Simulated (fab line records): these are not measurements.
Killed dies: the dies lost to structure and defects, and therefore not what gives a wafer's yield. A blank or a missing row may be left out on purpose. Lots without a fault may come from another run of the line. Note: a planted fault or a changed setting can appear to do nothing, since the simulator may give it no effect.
fab line records	flow nand-harc
[record] lots = 6	wafers = 15	last-day = 33
route steps=1302 shown A_M0@1145 END@1302
lots that met no fault: taken from a fault-free run of the same line
start-h: start of the lot's first displayed wafer, in hours after the record's first day	wait-h: how many hours have passed since the lot's step before this one	" unchanged from the row above	L1.1+2: one row covering several wafers at once	- no value, or no start was given	* or withheld: withheld	< > ~ a bound
route shown NAME@n: a module of which the file shows steps, and the number in the route of the first	usual: mean/standard deviation of fault-free wafers	same: alike in all rows	chamber/n: place in a boat	sites: readings site by site	_std_site: how widely they spread, as a standard deviation	_edge_site: mean of outer sites minus mean of inner sites	radius-mm: for every site, how far away it sits from the centre of the wafer	mask NAME#n: copy n	behind: the last tool/chamber to shape the wafer	hold: what put the lot on hold/how long, in hours/how the hold closed	device: names the non-switching transistor (n, p or np)	end of line: the same wafers' tests at the end of the route	a step without rows: its recipe alone	killed: dies lost to structure and defects at the first sort, not the wafer's yield	map: shows each die of a wafer: x if killed, . if not, _ if none is there
set.NAME: setting as actually run; set.NAME@STEP: the setting as run at that earlier step	model.NAME: the simulator's own value behind a step, which no gauge read
lots at some steps of the route; a table a step, a row a wafer
services: from which hour (start-h, from the record's first day; less than 0 if before it) a tool's chamber was out of use, for how many hours, and why
[[steps]]
[step NHARC_A_M0_PEB_07]
[recipe] peb-temp-c = 100	peb-time-s = 65
[step NHARC_A_M0_DEVELOP_08]
[recipe] develop-time-s = 35	dev-temp-c = 23
[step NHARC_A_M0_CD_MEAS_09]
[recipe] target-cd-nm = 80	landing-energy-ev = 500
[usual] cd-nm = 80.4/0.82
lot.wafer	tool	chamber	start-h	wait-h	cd-nm
L377.1	cd-sem-02	0	553.22	-	80.3
L377.3	"	0	"	"	80.0
L377.4	"	0	"	"	79.7
L386.3	cd-sem-03	0	657.75	-	81.5
L386.6	"	0	"	"	81.3
L387.6	cd-sem-03	0	660.20	-	80.6
L393.1	cd-sem-01	0	715.89	-	81.0
L393.4	"	0	"	"	81.3
L393.6	"	0	"	"	80.4
L395.2	cd-sem-03	0	735.32	-	80.6
L395.3	"	0	"	"	81.5
L395.5	"	0	"	"	80.4
L396.1	cd-sem-03	0	738.15	-	80.6
L396.5	"	0	"	"	79.8
L396.6	"	0	"	"	81.0
[step NHARC_A_M0_OVL_MEAS_10]
[recipe] pitch-nm = 160
[usual] overlay-x-nm = 0.2/0.7	overlay-y-nm = -0.1/0.77
lot.wafer	tool	chamber	start-h	wait-h	overlay-x-nm	overlay-y-nm
L377.1	overlay-01	-	553.31	-	0.5	1.3
L377.3	"	-	"	"	0.1	1.0
L377.4	"	-	"	"	0.5	0.8
L386.3	overlay-01	-	657.84	-	1.7	0.1
L386.6	"	-	"	"	1.4	-0.4
L387.6	overlay-01	-	660.27	-	0.5	-1.3
L393.1	overlay-02	-	715.98	-	1.1	0.0
L393.4	"	-	"	"	0.4	-0.6
L393.6	"	-	"	"	0.5	-0.2
L395.2	overlay-01	-	735.41	-	0.6	-0.8
L395.3	"	-	"	"	1.1	-0.5
L395.5	"	-	"	"	0.7	-0.4
L396.1	overlay-01	-	738.24	-	0.3	0.1
L396.5	"	-	"	"	0.5	-0.3
L396.6	"	-	"	"	0.0	0.0
[step NHARC_A_M0_INSPECT_11]
[usual] raw-defect-count = 92/48
lot.wafer	tool	chamber	start-h	wait-h	raw-defect-count
L377.1	defect-inspect-02	-	553.34	0.0	155
L377.3	"	-	"	"	158
L377.4	"	-	"	"	149
L386.3	defect-inspect-01	-	657.87	0.0	53
L386.6	"	-	"	"	71
L387.6	defect-inspect-01	-	660.31	0.0	60
L393.1	defect-inspect-02	-	716.02	0.0	37
L393.4	"	-	"	"	33
L393.6	"	-	"	"	28
L395.2	defect-inspect-02	-	735.46	0.1	133
L395.3	"	-	"	"	134
L395.5	"	-	"	"	108
L396.1	defect-inspect-02	-	738.28	0.0	48
L396.5	"	-	"	"	41
L396.6	"	-	"	"	36
[step NHARC_A_M0_DESCUM_14]
[recipe] time-s = 3	o2-flow-sccm = 200	ar-flow-sccm = 0	bias-power-w = 0	chemistry = O2
[usual] drypump-motor-current-A = 5.6/0.44	oes-product-au = 1.003/0.014	rf-vpp-V = 58.0/0.84	showerhead-plenum-p-Torr = 1.95/0.086	throttle-valve-pct = 11.310/0.0091
lot.wafer	tool	chamber	start-h	wait-h	drypump-motor-current-A	oes-product-au	rf-hours-counter-h	rf-vpp-V	showerhead-plenum-p-Torr	throttle-valve-pct
L377.3	rie-diel-05	2	553.41	0.1	5.2	1.027	7.3	59.4	2.00	11.306
L377.1	"	3	"	"	5.7	0.996	8.3	59.7	2.00	11.300
L377.4	"	0	"	"	6.0	1.012	5.6	57.4	2.02	11.305
L386.3	rie-diel-10	0	657.93	0.1	5.6	0.980	3.4	56.9	2.01	11.309
L386.6	"	1	"	"	5.7	1.015	-	56.9	1.77	11.299
L387.6	rie-diel-10	2	660.40	0.1	4.8	0.993	-	56.3	1.81	11.304
L393.4	rie-diel-10	0	716.08	0.1	5.6	0.994	6.2	57.2	2.01	11.313
L393.1	"	2	"	"	4.8	0.986	5.3	57.4	1.81	11.299
L393.6	"	0	"	"	5.6	0.997	-	59.1	2.01	11.309
L395.3	rie-diel-09	3	735.52	0.1	5.3	1.013	4.3	59.0	2.01	11.295
L395.2	"	0	"	"	5.9	1.012	4.3	59.2	2.01	11.317
L395.5	"	0	"	"	5.9	1.010	-	59.6	2.01	11.318
L396.1	rie-diel-05	0	738.36	0.1	6.0	1.023	7.7	57.6	2.02	11.307
L396.6	"	2	"	"	5.2	1.018	-	59.1	2.00	11.292
L396.5	"	3	"	"	5.7	1.026	-	56.8	2.00	11.308
[step NHARC_A_M0_ETCH_34]
[recipe] target-depth-a = 400	overetch-a = 120	time-s = 43.94	ion-energy-ev = 200	n2-flow-sccm = 150	h2-flow-sccm = 150	ar-flow-sccm = 0	rf-w = 400	bias-w = 150	chemistry = N2/H2
[usual] bias-w = 150.0/0.44	drypump-motor-current-A = 5.6/0.44	h2-flow-sccm = 150.0/0.45	oes-product-au = 1.001/0.013	rf-vpp-V = 431.7/2.7	showerhead-plenum-p-Torr = 2.08/0.094	throttle-valve-pct = 14.171/0.0094
lot.wafer	tool	chamber	start-h	wait-h	bias-w	drypump-motor-current-A	h2-flow-sccm	oes-product-au	rf-hours-counter-h	rf-vpp-V	showerhead-plenum-p-Torr	throttle-valve-pct
L377.3	rie-diel-05	3	553.49	0.1	150.0	5.7	149.4	1.003	8.3	433.1	2.13	14.164
L377.4	"	1	"	"	149.9	5.2	149.8	0.984	7.6	429.6	2.03	14.175
L377.1	"	2	"	"	150.1	5.2	150.4	1.012	7.3	432.6	2.13	14.174
L386.3	rie-diel-10	1	658.02	0.1	149.5	5.7	149.3	1.012	3.2	427.1	1.88	14.170
L386.6	"	1	"	"	149.5	5.7	150.0	1.013	-	426.8	1.88	14.173
L387.6	rie-diel-10	1	660.48	0.1	150.2	5.7	149.9	1.004	-	425.6	1.88	14.157
L393.4	rie-diel-10	0	716.16	0.1	150.1	5.6	149.9	0.997	6.2	434.9	2.15	14.168
L393.1	"	3	"	"	149.7	5.8	150.4	1.005	5.4	431.0	2.02	14.171
L393.6	"	0	"	"	150.1	5.6	149.8	0.988	-	434.1	2.15	14.181
L395.3	rie-diel-09	3	735.60	0.1	149.8	5.3	149.7	1.017	4.3	434.0	2.14	14.179
L395.2	"	1	"	"	150.4	5.2	150.1	1.011	3.8	436.3	2.19	14.174
L395.5	"	3	"	"	150.8	5.3	150.0	1.004	-	432.8	2.14	14.187
L396.1	rie-diel-05	0	738.44	0.1	149.5	5.9	149.8	1.005	7.7	434.9	2.16	14.179
L396.5	"	1	"	"	149.5	5.2	150.2	0.993	-	431.8	2.02	14.175
L396.6	"	2	"	"	149.2	5.2	150.7	1.007	-	433.8	2.13	14.155
[step NHARC_A_M0_ETCH_15]
[recipe] target-depth-a = 1500	overetch-a = 150	time-s = 82.5	c4f8-flow-sccm = withheld	ar-flow-sccm = 400	rf-w = 600	bias-w = 300	chemistry = C4F8/Ar
[step NHARC_A_M0_CD_MEAS_16]
[usual] cd-nm = 80.6/1.1
lot.wafer	tool	chamber	start-h	wait-h	cd-nm
L377.1	cd-sem-02	-	553.71	-	79.8
L377.3	"	-	"	"	81.8
L377.4	"	-	"	"	81.2
L386.3	cd-sem-03	-	658.24	-	82.1
L386.6	"	-	"	"	81.1
L387.6	cd-sem-02	-	660.68	-	79.8
L393.1	cd-sem-03	-	716.38	-	78.8
L393.4	"	-	"	"	81.9
L393.6	"	-	"	"	80.4
L395.2	cd-sem-03	-	735.82	-	80.0
L395.3	"	-	"	"	82.7
L395.5	"	-	"	"	79.3
L396.1	cd-sem-03	-	738.64	-	80.4
L396.5	"	-	"	"	78.5
L396.6	"	-	"	"	79.0
[step NHARC_A_M0_STRIP_18]
[recipe] power-w = 1000	n2-flow-sccm = 150	h2-flow-sccm = 150	ar-flow-sccm = 0	bias-w = 0	chemistry = N2/H2
[step NHARC_A_M0_STRIP_19]
[recipe] time-s = 600	temp-c = 30	chemistry = post-etch-residue-remover
[step NHARC_A_M0_DEGAS_28]
[recipe] temp-c = 250	time-s = 60
[usual] heater-power-w = 356/35
lot.wafer	tool	chamber	start-h	wait-h	heater-power-w
L377.1	pvd-sputter-01	-	554.33	-	385
L377.4	"	-	"	"	362
L377.3	"	-	"	"	377
L386.3	pvd-sputter-02	-	658.86	-	409
L386.6	"	-	"	"	412
L387.6	pvd-sputter-02	-	661.32	-	393
L393.1	pvd-sputter-03	-	717.03	-	277
L393.4	"	-	"	"	380
L393.6	"	-	"	"	360
L395.2	pvd-sputter-02	-	736.44	-	373
L395.3	"	-	"	"	405
L395.5	"	-	"	"	388
L396.1	pvd-sputter-01	-	739.26	-	334
L396.5	"	-	"	"	378
L396.6	"	-	"	"	327
[step NHARC_A_M0_PRE_CLEAN_29]
[recipe] time-s = 30	temp-c = 280	gas = H2/He
[usual] heater-power-w = 439/40
lot.wafer	tool	chamber	start-h	wait-h	heater-power-w
L377.3	pvd-sputter-01	-	554.39	-	441
L377.4	"	-	"	"	471
L377.1	"	-	"	"	438
L386.3	pvd-sputter-02	-	658.92	-	393
L386.6	"	-	"	"	478
L387.6	pvd-sputter-02	-	661.37	-	385
L393.4	pvd-sputter-03	-	717.08	-	390
L393.1	"	-	"	"	436
L393.6	"	-	"	"	394
L395.3	pvd-sputter-02	-	736.49	-	392
L395.2	"	-	"	"	461
L395.5	"	-	"	"	485
L396.1	pvd-sputter-01	-	739.33	-	408
L396.5	"	-	"	"	448
L396.6	"	-	"	"	439
[step NHARC_A_M0_PVD_20]
[recipe] target-thk-a = 50	bias-v = 168.6	power-w = 15000	chamber-pressure-pa = 0.12	time-s = 8.06	substrate-temp-c = 50	material = TaN
[step NHARC_A_M0_PVD_21]
[recipe] target-thk-a = 300	chamber-pressure-pa = 5	power-w = 5000	substrate-temp-c = 30	time-s = 20.49	material = Cu
[usual] throttle-valve-pct = 29.9/0.73
lot.wafer	tool	chamber	start-h	wait-h	throttle-valve-pct
L377.3	pvd-sputter-01	-	-	-	29.2
L377.4	"	-	"	"	28.4
L377.1	"	-	"	"	29.8
L386.3	pvd-sputter-02	-	-	-	30.4
L386.6	"	-	"	"	30.4
L387.6	pvd-sputter-02	-	-	-	29.9
L393.1	pvd-sputter-03	-	-	-	31.1
L393.4	"	-	"	"	28.7
L393.6	"	-	"	"	31.1
L395.3	pvd-sputter-02	-	-	-	29.5
L395.2	"	-	"	"	30.3
L395.5	"	-	"	"	29.8
L396.1	pvd-sputter-01	-	-	-	28.6
L396.6	"	-	"	"	29.0
L396.5	"	-	"	"	30.1
[step NHARC_A_M0_ECD_22]
[recipe] target-thk-a = 4000	bath-temp-c = 25	material = Cu
[step NHARC_A_M0_ANNEAL_30]
[recipe] temp-c = 225	time-s = 90
[usual] anneal-temp-c-max = 226.29/0.28	wafer_temp_C_max = 226.19/0.27
lot.wafer	tool	chamber	start-h	wait-h	anneal-temp-c-max	wafer_temp_C_max
L377.1	rtp-anneal-01	0	555.06	0.3	226.52	226.30
L377.3	"	0	"	"	226.29	226.04
L377.4	"	0	"	"	226.34	225.81
L386.3	rtp-anneal-02	0	659.69	-	226.86	225.94
L386.6	"	0	"	"	226.68	226.27
L387.6	rtp-anneal-01	0	662.28	-	226.24	226.17
L393.1	rtp-anneal-01	0	717.76	-	226.21	225.73
L393.4	"	0	"	"	225.57	225.98
L393.6	"	0	"	"	226.34	226.19
L395.2	rtp-anneal-02	0	737.22	-	226.22	226.42
L395.3	"	0	"	"	226.54	226.18
L395.5	"	0	"	"	226.13	226.51
L396.1	rtp-anneal-02	0	739.99	-	226.73	226.37
L396.5	"	0	"	"	226.17	225.93
L396.6	"	0	"	"	226.70	226.39
[step NHARC_A_M0_CMP_23]
[recipe] t-overpolish-s = 20	target-thk-nm = 113.75
[step NHARC_A_M0_THK_MEAS_24]
[recipe] thk-meas-gauge = xrf
[usual] thk-nm = 114.0/1.8
lot.wafer	tool	chamber	start-h	wait-h	thk-nm
L377.1	film-metro-02	-	555.73	-	112.2
L377.3	"	-	"	"	113.6
L377.4	"	-	"	"	113.6
L386.3	film-metro-02	-	660.24	-	115.3
L386.6	"	-	"	"	114.0
L387.6	film-metro-01	-	662.69	-	114.9
L393.1	film-metro-01	-	718.42	-	116.3
L393.4	"	-	"	"	114.8
L393.6	"	-	"	"	112.9
L395.2	film-metro-02	-	737.83	-	115.2
L395.3	"	-	"	"	115.4
L395.5	"	-	"	"	115.4
L396.1	film-metro-01	-	740.65	-	115.9
L396.5	"	-	"	"	113.4
L396.6	"	-	"	"	113.5
[step NHARC_A_M0_SRD_25]
[step NHARC_END_SORT_01]
[recipe] temp-c = 25
[usual] defect-limited-yield = 90/4.1	killed-at-array = 63/27	killed-at-other = 0.7/1.2	killed-at-periphery = 3.1/2	killed-dies = 67/28	killed-open = 3.0/1.9	killed-short = 2.2/1.5
[same] gross-dies = 677
lot.wafer	tool	chamber	start-h	wait-h	defect-limited-yield[%]	killed-at-array	killed-at-other	killed-at-periphery	killed-dies	killed-open	killed-short
L386.3	prober-01	0	712.14	3.1	78	146	0	1	147	0	1
L386.6	prober-01	0	714.53	4.0	93	49	0	1	50	3	1
L387.6	prober-02	0	713.83	4.0	78	146	0	2	148	1	2
L393.1	prober-01	0	765.21	2.5	95	31	1	2	34	2	1
L393.4	prober-01	0	767.60	3.4	95	31	0	1	32	2	0
L393.6	prober-01	0	769.19	4.0	96	24	1	2	27	1	3
// killed by level:class
L386.3 A_M0:unspecified=109 A_CHANNEL_HOLE_D2:chamber-film-flake=19 A_CHANNEL_HOLE_D1:chamber-film-flake=8 A_CONTACT:chamber-film-flake=7 A_CHANNEL_FILL_D1:geometric-particle:short=1 P_CONTACT:chamber-film-flake=1 A_STAIRCASE:chamber-film-flake=1 A_SLIT:chamber-film-flake=1
L387.6 A_M0:unspecified=104 A_SLIT:chamber-film-flake=31 A_CHANNEL_HOLE_D1:chamber-film-flake=3 P_CONTACT:geometric-particle:open=1 A_ONON_D1:geometric-particle:short=1 A_DECK1_JOINT:geometric-particle:short=1 P_M1:chamber-film-flake=1 A_DECK1_JOINT:chamber-film-flake=1
L386.6 A_CHANNEL_HOLE_D2:chamber-film-flake=25 A_CONTACT:chamber-film-flake=10 A_CHANNEL_HOLE_D1:chamber-film-flake=5 A_SLIT:chamber-film-flake=4 P_GATE:geometric-particle:open=1 A_CHANNEL_FILL_D1:geometric-particle:open=1 A_SGD_CUT:geometric-particle:open=1 A_WL_FILL:geometric-particle:short=1
L393.1 A_CHANNEL_HOLE_D1:chamber-film-flake=16 A_SLIT:chamber-film-flake=4 A_STAIRCASE:chamber-film-flake=3 A_DECK1_JOINT:chamber-film-flake=2 A_WL_FILL:chamber-film-flake=2 P_M0:geometric-particle:open=1 A_SGD_CUT:geometric-particle:open=1 A_WL_FILL:geometric-particle:short=1
L393.4 A_CHANNEL_HOLE_D1:chamber-film-flake=19 A_SLIT:chamber-film-flake=6 A_STAIRCASE:chamber-film-flake=2 A_SGD_CUT:geometric-particle:open=1 A_M0:geometric-particle:open=1 P_M1:chamber-film-flake=1 A_DECK1_JOINT:chamber-film-flake=1 A_CONTACT:chamber-film-flake=1
L393.6 A_CHANNEL_HOLE_D1:chamber-film-flake=11 A_SLIT:chamber-film-flake=6 A_SGD_CUT:geometric-particle:short=2 A_CONTACT:chamber-film-flake=2 P_CONTACT:geometric-particle:short=1 P_CONTACT:geometric-particle:open=1 A_DECK1_JOINT:chamber-film-flake=1 A_CHANNEL_HOLE_D2:chamber-film-flake=1
// map L386.3 (x killed, . not)
____________.____________
_________......._________
_______..........._______
______............x______
_____.............x._____
____.................____
____...x.............____
___...................___
___...................___
__.....................__
__..........x..........__
_............x.........._
_..........x.x.........._
_...........x.x........._
_..x..x.x.....xx........_
_..xxxxxxx.xxx.........._
..xxxxxxx...x............
..xxxxxxx.xxx.xx.........
.xxxxxxxxxx..xx.x........
.xxxxxxxxx..xx...........
.xxxxxxxxxxx.xx..........
_xxxxxxxxxx..x.........._
_xxxxxxxxx....x........._
_xxxxxxxxx.......x......_
_.xxxxxxxx....x........._
_.x.xxxxxx.............._
__xxxxxxx.x............__
__xxx.x................__
___.x...x.............___
___x....x.............___
____.................____
____.................____
_____...........x..._____
______........x....______
_______..x........_______
_________......._________
____________.____________
// map L387.6 (x killed, . not)
____________.____________
_________......._________
_______..........._______
______.............______
_____..............._____
____.......x.........____
____.............x...____
___...................___
___................x..___
__....................x__
__............x........__
_............x........x._
_........xx....x........_
_.............x........._
_.x.xxxx...xx..........._
_...xxx.xx.xxxx.x......._
x..xxxxxx.xx.xx..........
.xxxxxxxx.xxxxxx.........
..xxxxxxxx...xxx........x
.xxxxxxxxx.xxxx..........
..xxxxxxxxx.x.x..........
_xxxxxxxxx..x..x........_
_xxxxxxxxx.............._
_xxxxxxxxxx..x.........._
_.xxxxxxxx.............._
_.xxxxxxx..............._
__..xxxxx..............__
__..xxxxx..........x...__
___...x...............___
___...................___
____.................____
____.......x.........____
_____..............._____
______.............______
_______..........._______
_________......._________
____________.____________
[[services]]
tool	chamber	start-h	hours	kind
rie-diel-05	0	538.11	-	clean
rie-diel-05	1	538.11	-	clean
rie-diel-05	2	538.11	-	clean
rie-diel-05	3	538.11	-	clean
rie-diel-10	1	540.63	16.2	repair
rie-diel-10	0	551.00	-	clean
rie-diel-10	2	551.00	-	clean
rie-diel-10	3	551.00	-	clean
rie-diel-05	0	562.61	-	clean
rie-diel-05	1	562.61	-	clean
rie-diel-05	2	562.61	-	clean
rie-diel-05	3	562.61	-	clean
pvd-sputter-03	-	570.01	1.0	repair
pvd-sputter-01	-	582.00	10.0	pm
rie-diel-05	-	583.60	9.0	pm
rie-diel-10	-	596.50	9.0	pm
pvd-sputter-02	-	638.05	10.0	pm
pvd-sputter-02	-	671.34	3.6	repair
rie-diel-09	-	674.95	9.0	pm
pvd-sputter-03	-	680.47	1.1	repair
rie-diel-09	2	689.52	5.6	repair
pvd-sputter-03	-	704.00	10.0	pm
pvd-sputter-03	-	725.80	8.4	repair
rie-diel-10	1	729.47	22.5	repair
[[key]]
[first-sign] step = NHARC_END_SORT_01	reading = killed-at-array	direction = up	sigmas = 3	usual = 63	struck = 146
[effect] step = NHARC_END_SORT_01	reading = killed-dies	direction = up	sigmas = 2.9	usual = 67	struck = 148
[more-kills-born-at] NHARC_A_M0_PRE_CLEAN_29@pvd-sputter-02 = 213
met-at NHARC_A_M0_PRE_CLEAN_29
struck-wafers L386.3,L387.6
[fault] kind = chamber-particle-source	tool = pvd-sputter-02	chamber = -	onset-h = 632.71	steps = NHARC_A_M0_PRE_CLEAN_29	rate-per-visit-cm2 = 1.7893	end-h = 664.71	scope = struck-wafers-only
